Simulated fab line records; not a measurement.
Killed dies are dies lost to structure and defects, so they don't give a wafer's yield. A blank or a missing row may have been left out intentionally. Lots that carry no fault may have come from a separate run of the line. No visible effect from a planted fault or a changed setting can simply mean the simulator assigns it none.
fab line records | flow n5-finfet
record lots=4 wafers=12 last-day=17
route steps=1938 shown MOL_CONTACT_COAG@596 BEOL_M0_SAQP@632 BEOL_M4@1111 PASSIVATION@1936
lots that met no fault: taken from a fault-free run of the same line
start-h: hours from the record's first day to the start of the lot's first wafer shown | wait-h: hours from the lot's prior step to this one | " repeats the value in the row above | L1.1+2: a single row standing in for several wafers | - no value, or no start was given | * or withheld: withheld | < > ~ a bound
route shown NAME@n: a module of which the file shows steps, and the number in the route of the first | usual: the fault-free wafers' mean and standard deviation | same: alike in all rows | chamber/n: place in a boat | sites: readings site by site | _std_site: the standard deviation of these | _edge_site: inner sites' mean taken away from outer sites' mean | radius-mm: how far each site lies from the wafer's centre | mask NAME#n: copy n | behind: the most recent tool/chamber to have shaped the wafer | hold: cause of the lot's hold/its duration in hours/its outcome | device: whichever transistor did not switch (one of n, p or np) | end of line: the route-end tests of the same wafers | a step given without rows: its recipe and nothing more | killed: the dies lost at the first sort to structure and to defects; this is not the yield of the wafer | map: a wafer's dies, marking killed ones x, the rest . and places with no die _
set.NAME: setting as actually run; set.NAME@STEP: the setting as run at that earlier step | model.NAME: the simulator's own value behind a step, which no gauge read
a table for each step, a row for each wafer; lots at some steps of the route
services: when a tool's chamber went out of use (start-h, in hours from the record's first day, below 0 if earlier), for how many hours, and the reason
## steps
# step N5_MOL_CONTACT_COAG_COAT_34
# recipe resist=CAR-EUV spin-rpm=1500 resist-thk-nm=40
# step N5_MOL_CONTACT_COAG_EBR_36
# recipe solvent=PGMEA ebr-width-mm=1.5
# step N5_MOL_CONTACT_COAG_SOFTBAKE_35
# recipe temp-c=110 time-s=60 resist=CAR-EUV
# step N5_MOL_CONTACT_COAG_EXPOSE_37
# recipe mask-id=VD na=0.33 source-shape=annular sigma-inner=0.3 sigma-outer=0.7 polarization=unpolarized defocus-nm=0 dose-mj=62
# step N5_MOL_CONTACT_COAG_PEB_38
# recipe peb-temp-c=100 peb-time-s=60 resist=CAR-EUV
# step N5_MOL_CONTACT_COAG_DEVELOP_39
# recipe develop-time-s=30 developer=TMAH resist=CAR-EUV rinse-liquid=surfactant-rinse dry=air-spin dev-temp-c=23
# step N5_MOL_CONTACT_COAG_DESCUM_45
# recipe chemistry=O2 time-s=7 source-power-w=50 bias-power-w=20 pressure-mtorr=20 rf-frequency-hz=2.712e+07 temp-c=40 resist=CAR-EUV o2-flow-sccm=225
# step N5_MOL_CONTACT_COAG_ETCH_65
# recipe chemistry=N2/H2 target=underlayer target-depth-a=130 mask-material=CAR-EUV time-s=10.4 ion-energy-ev=200 pressure-mtorr=30 source-w=840 bias-w=150 n2-flow-sccm=200 h2-flow-sccm=200 ends=cleared
# step N5_MOL_CONTACT_COAG_ETCH_66
# recipe chemistry=CF4 target=SiARC target-depth-a=130 mask-material=CAR-EUV time-s=21.7 ion-energy-ev=80 pressure-mtorr=40 source-w=545 bias-w=36 Ar_flow_sccm=100 cf4-flow-sccm=100 ends=cleared
# step N5_MOL_CONTACT_COAG_ALD_133
# recipe material=SiO2 target-thk-a=50 temp-c=100 ald-precursor-family=BDEAS ald-co-reactant=O2-plasma pulse-time-s=1 co-reactant-pulse-time-s=1 purge-time-s=2 co-reactant-purge-time-s=2 ald-cycles=35 pressure-torr=2
# usual ald-cycles=35/0 heater-power-w=79/7.5 precursor-pulse-height-rel=0.999/0.017
# same pulse-time-s=1
# columns lot.wafer tool chamber start-h wait-h ald-cycles heater-power-w precursor-pulse-height-rel model.SiO2_of_MOL_CONTACT_COAG_ALD_133.thk-nm
L484.3 ald-sin-02 2 170.25 0.1 35 80 1.006 5
L484.4 " 0 " " 35 68 1.007 5
L484.6 " 0 " " 35 67 0.983 5
L489.1 ald-sin-01 1 197.39 0.1 35 68 0.991 5
L489.2 " 2 " " 35 86 0.987 5
L489.5 " 2 " " 35 89 1.024 5
L490.2 ald-sin-02 0 202.24 0.1 35 68 1.000 5
L490.3 " 1 " " 47 77 1.010 6.8
L490.4 " 2 " " 35 81 0.989 5
L491.2 ald-sin-02 1 210.60 0.1 35 76 0.959 5
L491.5 " 1 " " 35 81 0.995 5
L491.6 " 0 " " 47 69 0.996 6.8
# step N5_MOL_CONTACT_COAG_ETCHBACK_134
# recipe chemistry=CHF3 target=SiO2 target-depth-a=100 time-s=6.7 ion-energy-ev=200 pressure-mtorr=30 source-w=610 bias-w=170 Ar_flow_sccm=200 CHF3_flow_sccm=50
# step N5_MOL_CONTACT_COAG_ETCH_67
# recipe chemistry=N2/H2 target=SOC target-depth-a=600 overetch-a=210 mask-material=SiARC temp-c=40 time-s=101.2 ion-energy-ev=200 pressure-mtorr=30 source-w=840 bias-w=150 n2-flow-sccm=200 h2-flow-sccm=200
# step N5_MOL_CONTACT_COAG_STRIP_68
# recipe chemistry=N2/H2 temp-c=40 n2-flow-sccm=200 h2-flow-sccm=200 rf-frequency-hz=6e+07
# step N5_MOL_CONTACT_COAG_STRIP_69
# recipe chemistry=N2/H2 temp-c=40 n2-flow-sccm=200 h2-flow-sccm=200 rf-frequency-hz=6e+07
# step N5_MOL_CONTACT_COAG_ETCHBACK_136
# recipe chemistry=CHF3 target=SiO2 target-depth-a=250 time-s=16.7 ion-energy-ev=200 pressure-mtorr=30 source-w=610 bias-w=170 Ar_flow_sccm=200 CHF3_flow_sccm=50
# step N5_MOL_CONTACT_COAG_STRIP_120
# recipe chemistry=CHF3 resist=SiARC rf-frequency-hz=6e+07
# step N5_MOL_CONTACT_COAG_VIA_ETCH_117
# recipe chemistry=C4F6/O2 target-depth-a=400 overetch-a=80 mask-material=SOC target=SiO2 bias-w=455 pressure-mtorr=10 time-s=26 source-w=325 Ar_flow_sccm=300 C4F6_flow_sccm=10 O2_flow_sccm=10 ion-energy-ev=575.3 ends=end-point
# step N5_MOL_CONTACT_COAG_ETCH_124
# recipe chemistry=CH3F/O2 target=SiNx target-depth-a=65 mask-material=SOC stop-on=SiOC over-etch-frac=0.3 ion-energy-ev=120 pressure-mtorr=30 source-w=395 bias-w=73 Ar_flow_sccm=150 CH3F_flow_sccm=30 O2_flow_sccm=20 ends=end-point
# step N5_MOL_CONTACT_COAG_ETCH_48
# recipe chemistry=C4F6/O2 target-depth-a=150 overetch-a=45 mask-material=SOC target=SiOC bias-w=465 pressure-mtorr=10 time-s=17 source-w=335 Ar_flow_sccm=300 C4F6_flow_sccm=10 O2_flow_sccm=10 ion-energy-ev=576
# step N5_MOL_CONTACT_COAG_STRIP_72
# recipe chemistry=N2/H2 power-w=450 temp-c=40 pressure-mtorr=20 rf-frequency-hz=6e+07 overash-fraction=3 bias-power-w=7 h2-frac=0.5 n2-flow-sccm=200 h2-flow-sccm=200
# step N5_MOL_CONTACT_COAG_STRIP_49
# recipe chemistry=N2/H2 time-s=30 power-w=1000 temp-c=250 pressure-mtorr=withheld n2-flow-sccm=1750 h2-flow-sccm=3250
# step N5_MOL_CONTACT_COAG_PRECLEAN_138
# recipe chemistry=alkaline-clean temp-c=60 time-s=60 do-ppb=50
# step N5_MOL_CONTACT_COAG_SRD_139
# recipe dry=ipa-marangoni time-s=30 temp-c=23 rinse-liquid=diw
# step N5_MOL_CONTACT_COAG_PRE_CLEAN_121
# recipe gas=H2/He time-s=* temp-c=withheld
# step N5_MOL_CONTACT_COAG_CVD_140
# recipe material=W target-thk-a=665 mode=selective-fill temp-c=300 time-s=215
# step N5_MOL_CONTACT_COAG_PRECLEAN_127
# recipe chemistry=DIW time-s=57.5 temp-c=23
# step N5_MOL_CONTACT_COAG_SRD_128
# recipe dry-time-s=32 dry=n2-spin spin-rpm=1500
# step N5_MOL_CONTACT_COAG_CMP_52
# recipe stop-on=SiO2 t-overpolish-s=1.5 post-cmp-clean=w-dilute-nh4oh down-force-psi=4 platen-rpm=50.289 pad-velocity-m-s=1.0006 target-thk-nm=66.5
# step N5_MOL_CONTACT_COAG_ANNEAL_112
# recipe temp-c=400 time-s=1800 ambient=HPD2 pressure-atm=10
# step N5_BEOL_M0_SAQP_PECVD_00
# recipe material=SiCN target-thk-a=80 temp-c=withheld precursor=3MS/NH3 pressure-torr=3 rf-w=202 time-s=14
# step N5_BEOL_M0_SAQP_ILD_DEP_01
# recipe material=SiOC target-thk-a=454.19 temp-c=350 precursor=DEMS/O2 pressure-torr=5 rf-w=500 time-s=8.7
# step N5_BEOL_M0_SAQP_HM_DEP_02
# recipe material=TiN target-thk-a=120 temp-c=25 chamber-pressure-pa=0.49996
# step N5_BEOL_M0_SAQP_PECVD_03
# recipe material=SiCN target-thk-a=120 temp-c=withheld precursor=3MS/NH3 pressure-torr=3 rf-w=202 time-s=21.1
# step N5_BEOL_M0_SAQP_PECVD_96
# recipe material=a-Si target-thk-a=450 temp-c=350 precursor=SiH4/He pressure-torr=3 rf-w=100 time-s=45.2
# step N5_BEOL_M0_SAQP_PECVD_97
# recipe material=SiNx target-thk-a=230 temp-c=350 precursor=SiH4/NH3/N2 pressure-torr=1.5 rf-w=300 time-s=19.9
# step N5_BEOL_M4_RC_MEAS_101
# usual DIBL_N=36.0/2.5 DIBL_P=36.7/3 IOFF_N=0.16/0.043 IOFF_P=0.21/0.049 ION_N=673/15 ION_P=461/9.8 SS_N=71.5/0.83 SS_P=73.4/0.83 VT_N=250/4 VT_P=-251/4
# columns lot.wafer tool chamber start-h wait-h DIBL_N[mV/V] DIBL_P[mV/V] IOFF_N[nA/um] IOFF_P[nA/um] ION_N[uA/um] ION_P[uA/um] SS_N[mV/dec] SS_P[mV/dec] VT_N[mV] VT_P[mV]
L484.3 prober-02 0 242.34 0.3 36.3 36.6 0.18 0.21 697 467 71.0 73.8 249 -252
L484.4 " 0 " " 39.4 39.3 0.20 0.24 678 457 72.8 74.5 248 -252
L484.6 " 0 " " 39.2 40.1 0.22 0.27 691 482 72.9 74.1 247 -249
L489.1 prober-01 0 269.88 0.0 35.1 36.4 0.14 0.18 666 458 71.5 73.6 252 -252
L489.2 " 0 " " 33.6 34.6 0.12 0.17 653 452 71.8 72.7 254 -254
L489.5 " 0 " " 38.4 38.7 0.19 0.22 679 461 72.4 74.0 246 -251
L490.2 prober-02 0 277.09 0.2 37.5 39.2 0.18 0.28 686 480 72.4 73.2 245 -245
L490.4 " 0 " " 36.6 37.6 0.17 0.24 687 474 70.8 73.1 249 -248
L491.2 prober-02 0 296.29 0.2 33.6 34.7 0.13 0.16 654 443 71.1 72.4 255 -254
L491.5 " 0 " " 34.3 36.4 0.14 0.18 678 463 70.8 72.9 253 -253
# step N5_PASSIVATION_PROBE_49
# usual defect-limited-yield=91.1/1.5 killed_at_M0_to_M3=37/11 killed_at_M4_up=13/5.6 killed-at-contacts=12/5.6 killed-at-front-end=39/11 killed-at-other=4/3.1 killed-dies=105/18 killed-on-rim=14/3.8 killed-open=69/13 killed-short=35/7.4 sort_bin_5_function=5.1/0.92 sort_bin_6_memory=3.4/0.76 sort_bin_8_speed=0.02/0.11 sort-n-pass=1075/18 sort-yield-pct=91.1/1.5
# same gross-dies=1180 killed-at-back-side=0 sort_bin_4_leakage[%]=0
# columns lot.wafer tool chamber start-h wait-h defect-limited-yield[%] killed_at_M0_to_M3 killed_at_M4_up killed-at-contacts killed-at-front-end killed-at-other killed-dies killed-on-rim killed-open killed-short sort_bin_5_function[%] sort_bin_6_memory[%] sort_bin_8_speed[%] sort-n-pass sort-yield-pct[%]
L490.2 prober-02 - 395.22 0.1 92.8 24 10 6 39 6 85 13 54 29 5.0 2.0 0 1095 92.8
L490.3 prober-02 - 395.27 0.1 10.1 18 9 996 34 4 1061 135 49 27 87.6 1.9 0 119 10.1
L490.4 prober-02 - 395.32 0.2 91.3 18 8 19 56 2 103 11 68 35 5.3 3.1 0 1077 91.3
L491.6 prober-02 - 410.28 0.3 8.4 31 11 995 42 2 1081 138 65 32 89.3 2.3 0.08 98 8.3
# killed by level:class
L490.2 STI_FIN_REVEAL:geometric-particle:open=9 FIN_SAQP:geometric-particle:open=8 FIN_SAQP:geometric-particle:short=7 BEOL_M0_SAQP:geometric-particle:short=5 BEOL_M3:geometric-particle:open=5 GATE_CUT:geometric-particle:short=4 DUMMY_GATE:geometric-particle:open=4 MOL_CONTACT_COAG:geometric-particle:open=4
L490.3 MOL_CONTACT_COAG:area-ald=984 MOL_CONTACT_COAG:geometric-particle:open=11 GATE_CUT:geometric-particle:short=7 FIN_SAQP:geometric-particle:open=6 FIN_SAQP:geometric-particle:short=6 DUMMY_GATE:geometric-particle:open=5 BEOL_M0_SAQP:geometric-particle:open=5 BEOL_M0:geometric-particle:open=4
L490.4 MOL_CONTACT_COAG:geometric-particle:open=18 FIN_SAQP:geometric-particle:short=15 DUMMY_GATE:geometric-particle:open=13 FIN_SAQP:geometric-particle:open=7 BEOL_M0_SAQP:geometric-particle:short=7 STI_FIN_REVEAL:geometric-particle:open=5 GATE_CUT:geometric-particle:open=5 GATE_CUT:geometric-particle:short=3
L491.6 MOL_CONTACT_COAG:area-ald=983 MOL_CONTACT_COAG:geometric-particle:open=12 BEOL_M3:geometric-particle:open=12 STI_FIN_REVEAL:geometric-particle:open=9 BEOL_M2:geometric-particle:open=7 BEOL_M3:geometric-particle:short=7 BEOL_M4:geometric-particle:open=6 STARTING-WAFER:geometric-particle:short=5
# map L490.3 (x killed, . not)
_________________xxxxxxxxxxxx________________
______________xx.xxxxxx.xxx.x.xx_____________
___________xxxx..xx.xxxxxxxxxxxxxxx__________
__________xxxx.xxxxxxxxxxxxxxxxxxxxx_________
________xxxxxxxx.xxxxxxxxxxxxxxxxxx.x._______
_______xxxxxxxxxxxxxxxxxxx.xxxxx.xxxxxx______
______xxxxxxxxxxxxxxx.xxxxxxxx.xxxxxxxxx_____
_____xxx.xxxxxxxxxxxxxxxxxxxxxxxxxxxxxxxx____
____xxxxxxxxxxxxxxxx.xxxx.x.xxxxxxxxxxxxxx___
___.xxxxxxxxxxxxxxxx..xxxxxxxxxxxxxxxxxxxxx__
___xxxxxxxxxx.xxxxx.xxxxx.xxxxxxx.xxxxxxxxx__
__xxxxxxxxxxxxxxxxxxxx.xxxxxx.xxxxxxxxxxxxxx_
__xxxxxxx.xxxxxxxxxxxxxxxx.x.xx.xx.xxxxxxxx._
_xx.xxxxx.xx.xx.xx.xxxxxxxxxxxxxxxxx.xxxxxxxx
_xxxxxxxxxxxx.xxxxxxxxxxxxxxxxxxx.xxxxxx.xxxx
_xxxxxxx.xxxxxxxxxxxxxxx.xxxxxxxxxxxxxxx.xxxx
_x.x.xxxxxx.x.xxxxxxxxxxxxxxx..xxxxxxxxxxxxxx
_xxxxxxxxx.xx.xxxxxxxxxxxxxxx.x.xxxxxxxxxxxx.
_.xxxxxxx.xx.xxxxxx.xxx.xxxxxx.xxxxxxxxxxxxx.
_xxxxxxxxx.xxxxx.xx.xxxxxxxxxxxxx.xxxxxxx.xxx
_x.xxx.xxxxxxxxxxxxxxxxxxxxxxxxxxxxxxxxxxxxxx
__xxxxx.xxxxxx.x.xxxx.xxxxxxxxx.x.xxxxxxxxxx_
__xxxxxxxxxxxxxxx.xxxxxxxxxxxx.xxxxx.xxxxxxx_
___xxxxxxx.xxxxxxx.xx.xxxxxxxx.xx.xxxxxxxxx__
___xxxxxxxxxxx.xxxxxxxxxxxxxxx.xxx.xxxxxxxx__
____xxxxxxxxxxxxxxxxxxx.xxxxxxxxxx.xxxxx.x___
_____xx.xxxxxxxxxxxxxxxxxxxxxxx.xxxxxxxxx____
______xxxxxxxxxx.xxxxxx.x.x..xxxx..xxxxx_____
_______x.xxxxxx.x.xxxxxxxxxxxxxxx.x.xxx______
________.xxxx.xxxxxxxxxx.xxxxxxxxxxx.x_______
__________xxxxxx.xxxxxx.xxxxxxxxxxxx_________
___________xxx.xxx.xxxxxxxxxxxxxxxx__________
______________xxxx.xxxxx...xxxx._____________
_________________xxxxxxxxxxx.________________
# map L491.6 (x killed, . not)
_________________xx.xxxxxxxxx________________
______________xxxxxxxxx.xxxxx.xx_____________
___________xx.xxxxxxxxxx.xxxxxxxx.x__________
__________xxxxxxxxxxxxxxxxxxx.xxxxxx_________
________xxxxxxxxxxxxxxxxxxxxxxx.xxxxxx_______
_______xxxxxxx.xxxxxxxxxxxxxx.xx.xxxxxx______
______.xxxxxxxxxxxxxxxxxxxxxxxxxxxxxxxxx_____
_____xxxxxx.x..xxxxxxxxxxxxxxxxxxxxxxxx.x____
____xx..xxxxxxxxx.xxxxxxxxxx.xxxxxxxxxxxxx___
___xxxxxxxxxxxxxxxx.xxxxxxx.xxxxxxxxxxxxxxx__
___xxxxxxxxxxxxxxxxxx.xxxx.x.xxxxx.xxxxxx.x__
__xxxxxxxxxxxxxxxxxxxx.xxxxx.xx.xxxxxxxxxxxx_
__xxxxxxxxxxxxxxxxxx.xxxxxxxxxxxxxx.xxxxxxxx_
_x.xxx.xxxx.xxxxxxxxxxx.xxxxxxxxxxxxxxx.xxxx.
_x.xxxxxxxxxxxxxxxxxxxxxxxxxxxxxx.xxxxxx.xxxx
_xxx.xxx.xx.xxxxxxx.x.xxxxx.xxxxxxxxxxxxxxxxx
_xxxxxxxxxxxx.xxxxxxxxxxxxxxxxxxxxxxxxxxxxx.x
_xxxxxxxxxxxxxx.xxxx.xxxxxxx.xxxxxxxxxxxxxxxx
_xxx.xxxxxxxxxxxxxxxxxx.xxxxxxxxxx.xxxxxxxxxx
_xxxxxxxxxxx.xxxxxxxxxxxxxxxxxxxxxxxxxxxxxxxx
_xxxxxxxxxxxxxx.xx.xxxxx.xxxxxx.xxxxxx.x.xxxx
__.xxxxxxxxxxxxxx.xxxxxxxxxxxxxxxx.xxxxx.xxx_
__xxxxxxxxxxxxxxxxxxx.xxxx.xxxxxxx.xx.xxxx.x_
___.xx.xxxx.xxxxxxxxxxxxxxxxxxxx.xxxxxxx.xx__
___xxxxxxxx.xxxxxxxxxxxxxxxxxxxxxxxxxx.x.xx__
____xxxxxxxxxxxxx.xxxxxxxx.xxxxxxxx.xxxxxx___
_____xxxxxxxxxxxx.xxxxx.xxxxxxxxxxxxxxxxx____
______xxxxxxxxxxxxxxxxxxxxxxxxxxxxxxxxxx_____
_______xxxxxxxxxxxxxxxxxx.xxxxx.xxxx.xx______
________xxxxxxxxxxxxxxx.xxxxxxx.xx.x.x_______
__________xxxxxxxxxxx.xxxxxx.xxx.xxx_________
___________xxxxxxxxx.xxx.xxxxxxxxxx__________
______________xxxxxxxxxx.xxxx..x_____________
_________________xxxxxxxxxxxx________________
## services
# columns tool chamber start-h hours kind
ald-sin-02 2 161.86 7.6 repair
ald-sin-01 0 163.64 3.5 repair
ald-sin-01 3 199.85 8.9 repair
ald-sin-02 3 202.23 16.0 repair
## key
first-sign step=N5_MOL_CONTACT_COAG_ALD_133 reading=ald-cycles direction=up sigmas=99+ usual=* struck=*
effect step=N5_PASSIVATION_PROBE_49 reading=killed-at-contacts direction=up sigmas=99+ usual=12 struck=996
model-effect step=N5_MOL_CONTACT_COAG_ALD_133 value=SiO2_of_MOL_CONTACT_COAG_ALD_133.thk-nm without=5 struck=6.8
more-kills-born-at N5_MOL_CONTACT_COAG_ALD_133@ald-sin-02=1967
met-at N5_MOL_CONTACT_COAG_ALD_133
struck-wafers L490.3,L491.6
later-rows-left-out L490.3,L491.6
onset-between 170.25 202.24
fault kind=process-parameter-drift tool=ald-sin-02 chamber=- onset-h=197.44 steps=N5_MOL_CONTACT_COAG_ALD_133 channel=ald-cycles offset=* shape=step end-h=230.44 scope=struck-wafers-only acts-in=* stated=*
# later-rows-left-out: the simulator's readings of these wafers behind a module that went badly wrong aren't trusted and aren't shown, but for the sort
